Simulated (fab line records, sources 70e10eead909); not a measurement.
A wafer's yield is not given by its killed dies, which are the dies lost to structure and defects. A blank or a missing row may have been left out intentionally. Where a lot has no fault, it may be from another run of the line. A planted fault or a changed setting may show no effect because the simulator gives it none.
Matching of chambers    flow nand harc    NHARC_P_M2_CMP_23 on cmp-03: 4 sister chambers
The step polishes, t overpolish 20 s, target thk 144.3 nm. 4 wafers are shown with their chamber, then 8 later ones without.

WAFERS PAIRED WITH THEIR CHAMBERS
wafer   chamber  motor current A (A)
L075.2  3        13.4
L084.4  1        12.5
L086.5  0        11.3
L087.2  2        11.2

WAFERS MISSING THEIR CHAMBER
wafer   motor current A (A)
L087.3  10.7
L087.4  12.8
L092.1  10.7
L092.5  12.4
L092.6  11.0
L093.1  11.2
L093.3  10.9
L093.5  13.5

EACH ONE'S CHAMBER
wafer   from the rows above      in truth
L087.3  can't be placed: 2 or 0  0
L087.4  can't be placed: 1 or 3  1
L092.1  can't be placed: 2 or 0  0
L092.5  1                        1
L092.6  can't be placed: 2 or 0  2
L093.1  can't be placed: 2 or 0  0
L093.3  can't be placed: 2 or 0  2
L093.5  3                        3
Correctly placed: 2 of 8. From these rows, 6 cannot be placed; in 6 the true chamber is one of the candidates. Placed wrongly: 0.
How it was worked out, from the rows above alone: a wafer's distance from a chamber is the root of the sum, over the readings, of the square of ((its reading less the chamber's mean) divided by the reading's scatter). If the next closest chamber is less than 2 further off than the closest, the wafer can't be placed; otherwise it belongs to the closest. For every chamber, the mean is computed from those of its wafers that are shown. The scatter: with one shown wafer a chamber, the root of the mean of the squares of how far each hidden wafer lies from its nearest shown one.
